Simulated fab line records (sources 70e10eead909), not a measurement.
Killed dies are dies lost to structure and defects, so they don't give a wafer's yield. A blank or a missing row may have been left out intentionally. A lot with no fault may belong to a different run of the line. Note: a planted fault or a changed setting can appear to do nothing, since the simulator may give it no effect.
fab line records	flow nand-harc
record lots=13	wafers=38	last-day=33
route steps=1302 shown A_CHANNEL_FILL_D1@501 A_DECK1_JOINT@530 A_ONON_D2@546 END@1302
lots that met no fault: from a run of the same line without faults
start-h: start of the lot's first displayed wafer, in hours after the record's first day	wait-h: hours from the lot's prior step to this one	" unchanged from the row above	L1.1+2: several wafers, shown together as one row	- no value present, or no start provided	* or withheld: withheld	< > ~ a bound
route shown NAME@n: names a module that has steps shown in the file, with the first one's number in the route	usual: mean/standard deviation of fault-free wafers	same: alike in all rows	chamber/n: place in a boat	sites: each site's reading	_std_site: standard deviation of those values	_edge_site: inner sites' mean taken away from outer sites' mean	radius-mm: how far each site lies from the wafer's centre	mask NAME#n: copy n	behind: the most recent tool/chamber to have shaped the wafer	hold: reason for holding the lot/hours on hold/outcome of the hold	device: names the non-switching transistor (n, p or np)	end of line: the route-end tests of the same wafers	where a step has no rows: the recipe by itself	killed: dies that structure and defects cost at the first sort, which is not the same as the wafer's yield	map: per-die view of a wafer (x killed, . not killed, _ where there is no die)
set.NAME: the setting the step ran with; set.NAME@STEP: the setting that earlier step ran with	model.NAME: the simulator's own value behind a step, which no gauge read
the route's steps for a sample of lots (tables are steps, rows are wafers)
services: when a tool's chamber went out of use (start-h, in hours from the record's first day, below 0 if earlier), for how many hours, and the reason
## steps
# step NHARC_A_CHANNEL_FILL_D1_STRIP_28
# recipe time-s=20	o2-flow-sccm=500	ar-flow-sccm=0	bias-w=0	chemistry=O2
# usual drypump-motor-current-A=5.9/0.46	oes-product-au=1.002/0.014	rf-vpp-V=58.0/0.87	showerhead-plenum-p-Torr=3.62/0.13	throttle-valve-pct=17.036/0.0096
lot.wafer	tool	chamber	start-h	wait-h	drypump-motor-current-A	oes-product-au	rf-hours-counter-h	rf-vpp-V	showerhead-plenum-p-Torr	throttle-valve-pct
L625.3	rie-diel-04	3	245.12	0.1	6.0	1.013	3.8	58.4	3.76	17.052
L625.1	"	1	"	"	5.2	0.991	4.2	59.0	3.50	17.021
L625.4	"	3	"	"	5.9	1.020	-	56.6	3.76	17.055
L627.1	rie-diel-04	0	252.88	0.1	6.4	0.997	4.3	58.4	3.71	17.049
L627.6	"	0	"	"	6.4	0.998	-	58.6	3.71	17.038
L627.4	"	3	"	"	5.9	1.015	-	58.1	3.76	17.035
L626.2	rie-diel-10	3	252.88	0.1	6.2	0.991	0.0	56.8	3.41	17.041
L626.6	"	1	"	"	5.9	1.004	-	57.2	3.44	17.032
L626.4	"	2	"	"	5.6	0.986	-	60.2	3.73	17.044
L628.1	rie-diel-04	1	260.92	0.1	5.2	0.989	4.5	58.6	3.50	17.034
L628.2	"	3	"	"	6.0	1.011	4.1	58.2	3.76	17.034
L628.6	"	0	"	"	6.5	1.011	-	57.9	3.71	17.034
L630.1	rie-diel-10	2	281.78	0.1	5.6	0.992	0.8	58.3	3.73	17.030
L630.3	"	1	"	"	5.9	1.011	0.7	58.1	3.44	17.033
L630.5	"	2	"	"	5.6	0.993	-	59.6	3.73	17.059
L631.3	rie-diel-05	1	295.40	0.1	5.7	1.026	2.9	59.1	3.68	17.033
L631.1	"	2	"	"	6.0	1.004	4.1	58.8	3.78	17.052
L631.4	"	3	"	"	6.8	1.022	3.6	59.5	3.62	17.029
L632.4	rie-diel-10	0	305.85	0.1	5.5	0.983	1.3	58.3	3.71	17.022
L632.2	"	1	"	"	5.9	1.013	0.8	57.0	3.44	17.030
L632.5	"	0	"	"	5.5	0.979	-	57.9	3.71	17.048
L633.1	rie-diel-05	0	312.91	0.1	5.2	0.991	4.5	58.9	3.68	17.025
L633.4	"	1	"	"	5.7	1.004	3.9	58.1	3.68	17.049
L633.3	"	2	"	"	6.0	1.010	4.8	57.4	3.78	17.015
L637.3	rie-diel-05	1	357.94	0.1	5.7	1.012	6.0	57.0	3.68	17.043
L637.4	"	0	"	"	5.3	1.009	6.3	59.5	3.68	17.036
L637.6	"	1	"	"	5.7	1.005	-	58.4	3.68	17.040
L636.3	rie-diel-10	3	361.38	0.1	6.2	0.987	4.1	57.3	3.40	17.033
L636.1	"	0	"	"	5.5	0.983	4.3	58.6	3.71	17.029
L644.1	rie-diel-04	1	423.27	0.1	5.2	1.011	3.6	58.6	3.49	17.021
L644.3	"	3	"	"	5.9	1.020	3.1	58.9	3.75	17.049
L644.5	"	0	"	"	6.5	0.996	-	57.8	3.70	17.025
L645.4	rie-diel-04	2	427.90	0.1	6.5	1.000	3.1	57.5	3.44	17.046
L645.1	"	3	"	"	5.9	1.022	3.1	59.2	3.75	17.039
L645.2	"	0	"	"	6.5	0.990	3.5	58.3	3.71	17.025
L646.4	rie-diel-05	0	442.91	0.1	5.3	1.026	1.9	58.5	3.67	17.031
L646.1	"	1	"	"	5.7	1.015	1.4	58.8	3.68	17.043
L646.6	"	3	"	"	6.7	1.004	-	57.7	3.61	17.030
# step NHARC_A_CHANNEL_FILL_D1_CMP_10
# recipe target-thk-nm=150
# usual motor-current-A=11.7/0.96	slurry-flow-ml-min=149.9/0.46	time-to-endpoint-s=15/3.2
lot.wafer	tool	chamber	start-h	wait-h	motor-current-A	slurry-flow-ml-min	time-to-endpoint-s
L625.1	cmp-03	0	268.59	0.4	10.9	150.7	12
L625.3	"	1	"	"	13.3	149.3	17
L625.4	"	2	"	"	12.2	149.9	17
L626.4	cmp-03	2	276.70	0.4	11.2	149.8	15
L626.2	"	0	"	"	9.9	149.5	16
L626.6	"	3	"	"	12.1	149.9	14
L627.4	cmp-02	1	283.02	0.4	11.1	150.6	21
L627.1	"	0	"	"	11.2	150.1	17
L627.6	"	2	"	"	13.1	150.1	21
L628.2	cmp-03	2	283.05	0.4	12.1	148.4	15
L628.1	"	0	"	"	10.9	150.5	11
L628.6	"	1	"	"	13.3	150.0	17
L630.1	cmp-04	2	304.79	0.4	10.9	149.9	13
L630.3	"	3	"	"	10.5	150.0	16
L630.5	"	2	"	"	10.2	150.4	12
L631.1	cmp-03	3	321.07	0.4	12.7	150.4	14
L631.3	"	0	"	"	10.5	149.5	16
L631.4	"	2	"	"	11.6	149.3	16
L632.2	cmp-04	2	329.10	0.4	10.7	149.6	11
L632.4	"	1	"	"	11.3	149.8	12
L632.5	"	3	"	"	10.8	149.4	16
L633.3	cmp-03	3	339.27	0.4	12.0	150.0	15
L633.1	"	1	"	"	12.7	149.6	18
L633.4	"	2	"	"	12.3	149.9	20
L637.3	cmp-03	3	380.89	0.4	12.7	150.8	15
L637.4	"	0	"	"	10.7	149.3	13
L637.6	"	2	"	"	11.8	149.2	15
L636.1	cmp-03	1	384.54	0.4	12.2	150.4	19
L636.3	"	2	"	"	11.8	149.7	17
L644.3	cmp-03	0	446.49	0.4	10.6	150.2	11
L644.1	"	1	"	"	13.4	150.5	18
L644.5	"	2	"	"	11.7	149.9	14
L645.2	cmp-03	3	450.92	0.4	12.0	150.6	9
L645.1	"	0	"	"	10.2	150.4	11
L645.4	"	1	"	"	13.5	149.5	16
L646.1	cmp-04	2	467.06	0.4	10.3	149.8	12
L646.4	"	0	"	"	12.4	150.5	13
L646.6	"	3	"	"	10.6	150.5	18
# step NHARC_A_DECK1_JOINT_ETCHBACK_00
# recipe target-depth-a=300	time-s=17.4	hbr-flow-sccm=150	rf-w=350	icp-w=350	bias-w=60	chemistry=HBr
# usual drypump-motor-current-A=5.8/0.55	oes-product-au=0.998/0.012	throttle-valve-pct=23.266/0.009
lot.wafer	tool	chamber	start-h	wait-h	drypump-motor-current-A	oes-product-au	rf-hours-counter-h	throttle-valve-pct
L625.3	rie-si-05	0	280.16	0.1	6.3	0.991	0.92	23.276
L625.1	"	1	"	"	4.9	0.985	0.82	23.264
L625.4	"	2	"	"	6.3	1.012	0.78	23.262
L626.2	rie-si-06	0	289.21	0.1	5.3	1.001	0.22	23.254
L626.4	"	1	"	"	4.8	0.996	0.28	23.267
L626.6	"	1	"	"	4.8	1.009	-	23.252
L627.1	rie-si-01	3	294.16	0.1	5.2	1.006	0.78	23.260
L627.4	"	1	"	"	6.0	1.010	0.56	23.254
L627.6	"	3	"	"	5.2	1.005	-	23.267
L628.2	rie-si-06	3	294.17	0.1	5.5	0.985	0.19	23.262
L628.1	"	0	"	"	5.3	0.998	0.25	23.266
L628.6	"	2	"	"	6.1	0.968	-	23.283
L630.3	rie-si-06	2	316.37	0.1	6.2	0.986	0.42	23.280
L630.1	"	3	"	"	5.5	0.998	0.33	23.278
L630.5	"	1	"	"	4.8	1.009	-	23.254
L631.3	rie-si-05	2	332.04	0.1	6.3	0.993	0.16	23.275
L631.1	"	3	"	"	6.2	1.009	0.14	23.269
L631.4	"	1	"	"	5.0	0.975	0.16	23.268
L632.2	rie-si-05	0	340.23	0.1	6.4	1.004	0.16	23.267
L632.4	"	1	"	"	5.0	0.965	0.18	23.262
L632.5	"	0	"	"	6.3	1.017	-	23.258
L633.3	rie-si-06	2	350.39	0.1	6.2	0.986	0.65	23.282
L633.1	"	3	"	"	5.5	0.987	0.53	23.250
L633.4	"	0	"	"	5.3	1.005	0.58	23.263
L637.3	rie-si-05	3	392.66	0.1	6.1	0.802	0.53	23.261
L637.4	"	0	"	"	6.3	1.003	0.43	23.277
L637.6	"	1	"	"	5.0	0.969	-	23.259
L636.3	rie-si-05	1	395.71	0.1	4.9	0.777	0.42	23.253
L636.1	"	3	"	"	6.2	1.009	0.55	23.281
L644.1	rie-si-01	2	457.71	0.1	5.7	1.002	0.45	23.261
L644.3	"	0	"	"	6.1	0.995	0.54	23.266
L644.5	"	2	"	"	5.7	1.007	-	23.270
L645.1	rie-si-06	0	462.05	0.1	5.3	1.010	0.18	23.248
L645.4	"	1	"	"	4.7	1.017	0.18	23.261
L645.2	"	2	"	"	6.2	0.996	0.18	23.282
L646.4	rie-si-05	3	478.20	0.1	6.2	1.001	1.05	23.266
L646.1	"	2	"	"	6.3	0.978	0.96	23.257
L646.6	"	3	"	"	6.2	0.989	-	23.263
# step NHARC_A_ONON_D2_THK_MEAS_02
# recipe thk-meas-gauge=ellipsometry
# usual thk-nm=999/8.9
lot.wafer	tool	chamber	start-h	wait-h	thk-nm
L625.1	film-metro-01	-	302.89	-	1008
L625.3	"	-	"	"	1007
L625.4	"	-	"	"	1006
L628.1	film-metro-01	-	314.98	-	1005
L628.2	"	-	"	"	1005
L628.6	"	-	"	"	1005
L626.2	film-metro-02	-	315.15	-	990
L626.4	"	-	"	"	990
L626.6	"	-	"	"	989
L627.1	film-metro-02	-	315.34	-	1006
L627.4	"	-	"	"	1007
L627.6	"	-	"	"	1006
L630.1	film-metro-01	-	340.72	-	985
L630.3	"	-	"	"	983
L630.5	"	-	"	"	984
L631.1	film-metro-01	-	356.64	-	998
L631.3	"	-	"	"	999
L631.4	"	-	"	"	999
L632.2	film-metro-01	-	368.58	-	1008
L632.4	"	-	"	"	1009
L632.5	"	-	"	"	1008
L633.1	film-metro-01	-	377.84	-	980
L633.3	"	-	"	"	980
L633.4	"	-	"	"	981
L636.1	film-metro-01	-	416.75	-	992
L636.3	"	-	"	"	995
L637.3	film-metro-01	-	417.10	-	992
L637.4	"	-	"	"	989
L637.6	"	-	"	"	991
L644.1	film-metro-02	-	480.66	-	996
L644.3	"	-	"	"	997
L644.5	"	-	"	"	995
L645.1	film-metro-02	-	486.84	-	994
L645.2	"	-	"	"	995
L645.4	"	-	"	"	994
L646.1	film-metro-02	-	502.75	-	1017
L646.4	"	-	"	"	1016
L646.6	"	-	"	"	1016
# step NHARC_END_SORT_01
# recipe temp-c=25
# usual killed-at-array=59/17	killed-at-other=0.9/1.6	killed-at-periphery=3.7/2.3	killed-dies=64/17	killed-open=3.3/1.8	killed-short=2.4/1.6
# same gross-dies=677
lot.wafer	tool	chamber	start-h	wait-h	killed-at-array	killed-at-other	killed-at-periphery	killed-dies	killed-open	killed-short
L625.1	prober-01	0	597.01	2.5	43	0	2	45	3	1
L625.3	prober-01	0	598.64	3.1	47	0	3	50	2	5
L625.4	prober-01	0	599.45	3.4	40	0	1	41	0	3
L627.1	prober-02	0	597.23	2.5	39	0	4	43	5	3
L627.4	prober-02	0	599.65	3.4	50	1	2	53	4	4
L627.6	prober-02	0	601.26	4.0	36	0	5	41	2	4
L628.1	prober-02	0	605.07	2.5	43	0	3	46	5	4
L628.2	prober-02	0	605.87	2.8	59	0	4	63	4	1
L628.6	prober-02	0	609.09	4.0	39	0	3	42	4	3
L626.2	prober-01	0	605.70	2.8	86	3	5	94	1	3
L626.4	prober-01	0	607.28	3.4	79	1	4	84	1	1
L626.6	prober-01	0	608.85	3.9	96	6	7	109	0	2
L630.1	prober-02	0	619.66	2.5	47	5	2	54	4	4
L630.3	prober-02	0	621.27	3.1	63	4	2	69	2	2
L630.5	prober-02	0	622.87	3.7	59	8	3	70	5	2
L631.1	prober-02	0	644.72	2.5	39	0	6	45	1	0
L631.3	prober-02	0	646.31	3.1	73	0	9	82	3	5
L631.4	prober-02	0	647.11	3.4	67	0	10	77	3	2
L632.2	prober-01	0	667.81	2.8	67	5	6	78	3	3
L632.4	prober-01	0	669.37	3.3	78	2	3	83	5	1
L632.5	prober-01	0	670.15	3.6	67	1	7	75	3	4
L633.1	prober-01	0	676.74	2.5	42	0	5	47	4	3
L633.3	prober-01	0	678.34	3.1	50	0	7	57	3	1
L633.4	prober-01	0	679.14	3.4	43	0	5	48	3	2
L636.1	prober-01	0	700.55	2.5	61	0	4	65	3	4
L636.3	prober-01	0	702.15	3.1	66	1	0	67	4	2
L637.3	prober-01	0	709.97	3.1	44	1	9	54	3	2
L637.4	prober-01	0	710.77	3.4	49	0	12	61	1	3
L637.6	prober-01	0	712.36	4.0	42	0	7	49	4	3
L644.1	prober-01	0	764.50	2.5	80	1	3	84	7	5
L644.3	prober-01	0	766.10	3.1	66	0	8	74	6	2
L644.5	prober-01	0	767.70	3.7	83	0	7	90	6	6
L645.1	prober-02	0	765.00	2.5	39	1	2	42	1	0
L645.2	prober-02	0	765.80	2.8	34	1	5	40	3	3
L645.4	prober-02	0	767.39	3.4	44	0	6	50	1	3
L646.1	prober-02	0	787.58	2.5	66	1	1	68	2	3
L646.4	prober-02	0	789.94	3.4	76	0	4	80	8	6
L646.6	prober-02	0	791.52	3.9	68	2	3	73	1	2
# killed by level:class
L625.1 A_SLIT:chamber-film-flake=23 A_CHANNEL_HOLE_D1:chamber-film-flake=6 A_DECK1_JOINT:chamber-film-flake=3 A_CONTACT:chamber-film-flake=3 A_CHANNEL_FILL_D1:chamber-film-flake=2 A_STAIRCASE:chamber-film-flake=2 P_CONTACT:geometric-particle:open=1 A_CHANNEL_FILL_D1:geometric-particle:short=1
L627.1 A_CHANNEL_HOLE_D2:chamber-film-flake=28 P_STI:chamber-film-flake=3 A_CHANNEL_HOLE_D1:chamber-film-flake=2 P_CONTACT:geometric-particle:short=1 A_SOURCE_PLATE:geometric-particle:open=1 A_DECK1_JOINT:geometric-particle:short=1 A_CHANNEL_HOLE_D2:geometric-particle:open=1 A_CHANNEL_FILL_D2:geometric-particle:open=1
L625.3 A_SLIT:chamber-film-flake=27 A_CHANNEL_HOLE_D2:chamber-film-flake=7 A_ONON_D1:geometric-particle:short=3 A_CHANNEL_FILL_D1:chamber-film-flake=3 A_CHANNEL_HOLE_D1:chamber-film-flake=2 A_CONTACT:chamber-film-flake=2 P_CONTACT:geometric-particle:short=1 P_M0:geometric-particle:short=1
L625.4 A_SLIT:chamber-film-flake=22 A_CHANNEL_HOLE_D2:chamber-film-flake=7 A_ZERO_WELL:chamber-film-flake=3 A_DECK1_JOINT:chamber-film-flake=2 A_CONTACT:chamber-film-flake=2 P_M1:geometric-particle:short=1 A_DECK1_JOINT:geometric-particle:short=1 A_BLC:geometric-particle:short=1
L627.4 A_CHANNEL_HOLE_D2:chamber-film-flake=32 A_CHANNEL_HOLE_D1:chamber-film-flake=6 A_SGD_CUT:geometric-particle:short=3 A_CONTACT:chamber-film-flake=3 A_STAIRCASE:chamber-film-flake=2 P_M2:geometric-particle:open=1 A_CHANNEL_FILL_D1:geometric-particle:open=1 A_WL_FILL:geometric-particle:short=1
L627.6 A_CHANNEL_HOLE_D2:chamber-film-flake=27 P_STI:chamber-film-flake=2 A_CHANNEL_HOLE_D1:chamber-film-flake=2 A_CONTACT:chamber-film-flake=2 P_GATE:geometric-particle:short=1 P_M0:geometric-particle:open=1 P_M1:geometric-particle:open=1 A_SOURCE_PLATE:geometric-particle:short=1
L628.1 A_CHANNEL_HOLE_D2:chamber-film-flake=27 A_SOURCE_PLATE:geometric-particle:short=2 A_DECK1_JOINT:geometric-particle:open=2 A_CHANNEL_HOLE_D1:chamber-film-flake=2 A_CONTACT:chamber-film-flake=2 P_M1:geometric-particle:open=1 P_M2:geometric-particle:open=1 A_CHANNEL_HOLE_D1:geometric-particle:short=1
L626.2 A_CHANNEL_HOLE_D1:chamber-film-flake=30 A_SLIT:chamber-film-flake=28 A_CHANNEL_HOLE_D2:chamber-film-flake=10 A_STAIRCASE:chamber-film-flake=7 P_STI:chamber-film-flake=3 A_DECK1_JOINT:chamber-film-flake=3 A_CONTACT:chamber-film-flake=3 THIN_TSV:chamber-film-flake=3
L628.2 A_CHANNEL_HOLE_D2:chamber-film-flake=37 A_CHANNEL_HOLE_D1:chamber-film-flake=5 A_CONTACT:chamber-film-flake=4 A_WL_FILL:chamber-film-flake=3 A_M1:chamber-film-flake=3 P_ZERO_WELL:chamber-film-flake=2 A_CHANNEL_FILL_D2:chamber-film-flake=2 A_STAIRCASE:chamber-film-flake=2
L626.4 A_CHANNEL_HOLE_D1:chamber-film-flake=30 A_SLIT:chamber-film-flake=27 A_CHANNEL_HOLE_D2:chamber-film-flake=13 P_STI:chamber-film-flake=2 A_CHANNEL_FILL_D1:chamber-film-flake=2 A_DECK1_JOINT:chamber-film-flake=2 A_CONTACT:chamber-film-flake=2 P_M1:geometric-particle:open=1
L626.6 A_SLIT:chamber-film-flake=37 A_CHANNEL_HOLE_D1:chamber-film-flake=34 A_CHANNEL_HOLE_D2:chamber-film-flake=13 A_STAIRCASE:chamber-film-flake=7 THIN_TSV:chamber-film-flake=6 P_STI:chamber-film-flake=5 A_CONTACT:chamber-film-flake=4 P_STI:geometric-particle:short=2
L628.6 A_CHANNEL_HOLE_D2:chamber-film-flake=24 A_CHANNEL_HOLE_D1:chamber-film-flake=4 A_WL_FILL:geometric-particle:open=2 A_WL_FILL:chamber-film-flake=2 A_CONTACT:chamber-film-flake=2 P_CONTACT:geometric-particle:open=1 P_M2:geometric-particle:short=1 A_CHANNEL_FILL_D1:geometric-particle:short=1
L630.1 A_SLIT:chamber-film-flake=23 A_CHANNEL_HOLE_D2:chamber-film-flake=10 THIN_TSV:chamber-film-flake=5 P_M0:geometric-particle:open=2 A_WL_FILL:geometric-particle:short=2 A_STAIRCASE:chamber-film-flake=2 A_CONTACT:chamber-film-flake=2 A_CHANNEL_FILL_D1:geometric-particle:open=1
L630.3 A_SLIT:chamber-film-flake=32 A_CHANNEL_HOLE_D2:chamber-film-flake=13 A_STAIRCASE:chamber-film-flake=6 A_CHANNEL_HOLE_D1:chamber-film-flake=5 THIN_TSV:chamber-film-flake=4 A_CHANNEL_FILL_D1:chamber-film-flake=2 P_CONTACT:geometric-particle:open=1 A_ONON_D1:geometric-particle:short=1
L630.5 A_SLIT:chamber-film-flake=24 A_CHANNEL_HOLE_D2:chamber-film-flake=14 THIN_TSV:chamber-film-flake=8 A_WL_FILL:chamber-film-flake=6 A_STAIRCASE:chamber-film-flake=4 A_CONTACT:chamber-film-flake=4 P_CONTACT:geometric-particle:open=1 A_ONON_D1:geometric-particle:open=1
L631.1 A_SLIT:chamber-film-flake=20 A_CHANNEL_HOLE_D2:chamber-film-flake=6 A_CHANNEL_HOLE_D1:chamber-film-flake=5 P_BONDPAD:chamber-film-flake=3 A_CHANNEL_FILL_D1:chamber-film-flake=3 P_GATE:chamber-film-flake=2 A_ZERO_WELL:chamber-film-flake=2 A_WL_FILL:geometric-particle:open=1
L631.3 A_SLIT:chamber-film-flake=34 A_CHANNEL_HOLE_D2:chamber-film-flake=12 A_STAIRCASE:chamber-film-flake=8 P_BONDPAD:chamber-film-flake=5 P_GATE:chamber-film-flake=4 A_CHANNEL_HOLE_D1:chamber-film-flake=4 A_CONTACT:chamber-film-flake=3 A_ONON_D2:geometric-particle:short=2
L631.4 A_SLIT:chamber-film-flake=36 A_CHANNEL_HOLE_D2:chamber-film-flake=16 A_STAIRCASE:chamber-film-flake=6 P_GATE:chamber-film-flake=5 P_BONDPAD:chamber-film-flake=4 A_CONTACT:chamber-film-flake=2 A_ONON_D1:geometric-particle:short=1 A_DECK1_JOINT:geometric-particle:open=1
L632.2 A_CHANNEL_HOLE_D1:chamber-film-flake=33 A_CHANNEL_HOLE_D2:chamber-film-flake=23 THIN_TSV:chamber-film-flake=5 A_STAIRCASE:chamber-film-flake=4 A_WL_FILL:geometric-particle:short=2 A_SGD_CUT:chamber-film-flake=2 P_GATE:geometric-particle:open=1 P_CONTACT:geometric-particle:open=1
L632.4 A_CHANNEL_HOLE_D1:chamber-film-flake=30 A_CHANNEL_HOLE_D2:chamber-film-flake=28 A_STAIRCASE:chamber-film-flake=5 A_CHANNEL_FILL_D2:chamber-film-flake=3 A_SGD_CUT:chamber-film-flake=3 A_M1:geometric-particle:open=2 THIN_TSV:chamber-film-flake=2 P_M0:geometric-particle:open=1
L632.5 A_CHANNEL_HOLE_D1:chamber-film-flake=32 A_CHANNEL_HOLE_D2:chamber-film-flake=21 A_STAIRCASE:chamber-film-flake=5 A_SGD_CUT:chamber-film-flake=4 P_GATE:chamber-film-flake=2 P_GATE:geometric-particle:short=1 P_M1:geometric-particle:open=1 A_SOURCE_PLATE:geometric-particle:open=1
L633.1 A_CHANNEL_HOLE_D1:chamber-film-flake=23 A_CHANNEL_HOLE_D2:chamber-film-flake=5 A_CONTACT:chamber-film-flake=5 A_STAIRCASE:chamber-film-flake=3 P_M0:geometric-particle:open=2 A_WL_FILL:geometric-particle:short=2 A_WL_FILL:chamber-film-flake=2 P_ZERO_WELL:geometric-particle:open=1
L633.3 A_CHANNEL_HOLE_D1:chamber-film-flake=27 A_CONTACT:chamber-film-flake=11 A_CHANNEL_HOLE_D2:chamber-film-flake=5 P_M2:chamber-film-flake=4 A_STAIRCASE:chamber-film-flake=2 P_M2:geometric-particle:open=1 A_CHANNEL_FILL_D1:geometric-particle:short=1 A_CHANNEL_HOLE_D2:geometric-particle:open=1
L633.4 A_CHANNEL_HOLE_D1:chamber-film-flake=23 A_CONTACT:chamber-film-flake=9 P_M2:chamber-film-flake=4 A_STAIRCASE:chamber-film-flake=3 A_SLIT:chamber-film-flake=2 A_CHANNEL_HOLE_D2:chamber-film-flake=2 P_M0:geometric-particle:short=1 A_ONON_D1:geometric-particle:short=1
L636.1 A_CHANNEL_HOLE_D1:chamber-film-flake=20 A_CHANNEL_HOLE_D2:chamber-film-flake=17 A_CONTACT:chamber-film-flake=5 A_BLC:chamber-film-flake=4 A_ZERO_WELL:chamber-film-flake=3 A_SLIT:chamber-film-flake=3 A_CHANNEL_FILL_D1:geometric-particle:open=2 P_ZERO_WELL:chamber-film-flake=2
L636.3 A_CHANNEL_HOLE_D1:chamber-film-flake=28 A_CHANNEL_HOLE_D2:chamber-film-flake=14 A_CONTACT:chamber-film-flake=6 A_BLC:chamber-film-flake=3 A_CHANNEL_HOLE_D1:geometric-particle:open=2 A_ZERO_WELL:chamber-film-flake=2 A_SLIT:chamber-film-flake=2 A_DECK1_JOINT:chamber-film-flake=2
L637.3 A_SLIT:chamber-film-flake=30 P_CONTACT:chamber-film-flake=5 A_CHANNEL_HOLE_D1:chamber-film-flake=5 A_CONTACT:chamber-film-flake=2 A_BLC:chamber-film-flake=2 P_STI:geometric-particle:open=1 P_STI:geometric-particle:short=1 P_M1:geometric-particle:open=1
L637.4 A_SLIT:chamber-film-flake=31 P_CONTACT:chamber-film-flake=8 A_CHANNEL_HOLE_D1:chamber-film-flake=7 A_STAIRCASE:chamber-film-flake=4 A_BLC:chamber-film-flake=3 P_GATE:chamber-film-flake=2 P_M0:geometric-particle:open=1 A_DECK1_JOINT:geometric-particle:short=1
L637.6 A_SLIT:chamber-film-flake=23 A_CHANNEL_HOLE_D1:chamber-film-flake=7 P_CONTACT:chamber-film-flake=3 A_ONON_D1:geometric-particle:short=2 A_CONTACT:geometric-particle:open=2 A_CHANNEL_FILL_D1:chamber-film-flake=2 A_CONTACT:chamber-film-flake=2 A_BLC:chamber-film-flake=2
L644.1 A_SLIT:chamber-film-flake=25 A_CONTACT:chamber-film-flake=15 A_CHANNEL_HOLE_D2:chamber-film-flake=14 A_CHANNEL_HOLE_D1:chamber-film-flake=10 P_CONTACT:geometric-particle:open=2 A_WL_FILL:geometric-particle:short=2 A_STAIRCASE:chamber-film-flake=2 A_WL_FILL:chamber-film-flake=2
L645.1 A_CHANNEL_HOLE_D2:chamber-film-flake=30 A_SLIT:chamber-film-flake=6 P_STI:chamber-film-flake=2 A_DECK1_JOINT:geometric-particle:open=1 A_STAIRCASE:chamber-film-flake=1 A_WL_FILL:chamber-film-flake=1 THIN_TSV:chamber-film-flake=1
L645.2 A_CHANNEL_HOLE_D2:chamber-film-flake=22 A_SLIT:chamber-film-flake=8 P_CONTACT:geometric-particle:open=2 P_STI:chamber-film-flake=2 A_ONON_D2:geometric-particle:short=1 A_SGD_CUT:geometric-particle:short=1 A_M0:geometric-particle:short=1 P_ZERO_WELL:chamber-film-flake=1
L644.3 A_SLIT:chamber-film-flake=22 A_CHANNEL_HOLE_D2:chamber-film-flake=14 A_CONTACT:chamber-film-flake=12 A_CHANNEL_HOLE_D1:chamber-film-flake=11 P_M0:geometric-particle:open=2 A_ONON_D1:geometric-particle:open=2 P_STI:chamber-film-flake=2 P_CONTACT:geometric-particle:short=1
L645.4 A_CHANNEL_HOLE_D2:chamber-film-flake=31 A_SLIT:chamber-film-flake=7 P_STI:chamber-film-flake=5 A_STAIRCASE:chamber-film-flake=3 P_M0:geometric-particle:open=1 A_CHANNEL_FILL_D1:geometric-particle:short=1 A_CHANNEL_FILL_D2:geometric-particle:short=1 A_STAIRCASE:geometric-particle:short=1
L644.5 A_CHANNEL_HOLE_D2:chamber-film-flake=27 A_SLIT:chamber-film-flake=20 A_CHANNEL_HOLE_D1:chamber-film-flake=14 A_CONTACT:chamber-film-flake=12 A_CONTACT:geometric-particle:open=2 P_GATE:chamber-film-flake=2 P_STI:geometric-particle:open=1 P_CONTACT:geometric-particle:open=1
L646.1 A_SLIT:chamber-film-flake=29 A_CHANNEL_HOLE_D1:chamber-film-flake=17 A_CONTACT:chamber-film-flake=11 A_WL_FILL:chamber-film-flake=3 A_ONON_D1:geometric-particle:open=1 A_CHANNEL_HOLE_D2:geometric-particle:short=1 A_WL_FILL:geometric-particle:short=1 A_CONTACT:geometric-particle:open=1
L646.4 A_SLIT:chamber-film-flake=34 A_CHANNEL_HOLE_D1:chamber-film-flake=18 A_CONTACT:chamber-film-flake=9 P_CONTACT:geometric-particle:open=2 A_WL_FILL:geometric-particle:open=2 A_BLC:geometric-particle:open=2 A_CHANNEL_FILL_D1:chamber-film-flake=2 P_GATE:geometric-particle:short=1
L646.6 A_SLIT:chamber-film-flake=39 A_CHANNEL_HOLE_D1:chamber-film-flake=11 A_CONTACT:chamber-film-flake=9 A_CHANNEL_HOLE_D2:chamber-film-flake=3 A_CHANNEL_FILL_D2:chamber-film-flake=3 P_GATE:chamber-film-flake=2 THIN_TSV:chamber-film-flake=2 P_M1:geometric-particle:short=1
## services
tool	chamber	start-h	hours	kind
cmp-03	-	222.37	11.0	repair
rie-diel-05	-	230.04	9.0	pm
rie-diel-04	2	242.17	15.0	repair
rie-si-06	-	249.00	9.0	pm
rie-diel-05	3	250.10	7.9	repair
rie-diel-05	1	256.13	19.2	repair
cmp-03	-	260.00	4.0	pm
rie-si-06	3	271.14	5.5	repair
cmp-03	-	271.53	0.3	repair
rie-diel-04	0	287.75	23.4	repair
rie-si-05	-	305.05	9.0	pm
cmp-03	-	313.65	1.0	repair
rie-diel-04	-	349.11	1.6	repair
rie-diel-04	-	354.91	9.0	pm
cmp-03	-	358.00	4.0	pm
rie-diel-05	1	383.10	5.0	repair
cmp-03	-	394.07	3.4	repair
rie-si-05	-	397.15	0.7	repair
rie-diel-05	1	402.76	6.4	repair
rie-si-06	3	407.03	4.3	repair
rie-si-06	-	426.00	9.0	pm
rie-si-06	-	438.74	0.3	repair
cmp-03	-	456.00	4.0	pm
cmp-03	-	461.91	2.4	repair
## key
first-sign step=NHARC_A_DECK1_JOINT_ETCHBACK_00	reading=oes-product-au	direction=down	sigmas=17	usual=0.998	struck=0.790
effect none on later readings
met-at NHARC_A_DECK1_JOINT_ETCHBACK_00
struck-lots L636,L637
struck-wafers L636.3,L637.3
tester-left-out L636,L637
not-acting-at NHARC_A_CHANNEL_FILL_D1_STRIP_28,NHARC_A_CHANNEL_FILL_D1_CMP_10,NHARC_A_ONON_D2_THK_MEAS_02
onset-between 340.23 392.66
fault kind=process-parameter-drift	tool=rie-si-05	chamber=-	onset-h=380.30	steps=NHARC_A_DECK1_JOINT_ETCHBACK_00	channel=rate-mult	offset=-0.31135	shape=step	end-h=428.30	scope=struck-wafers-only
# tester-left-out: of these lots the tester's yield and bins aren't shown, on N5 and GAA mostly nor the transistor test; their killed dies are dies lost to structure and defects alone, not to doping, threshold or leakage, so they don't give the yield
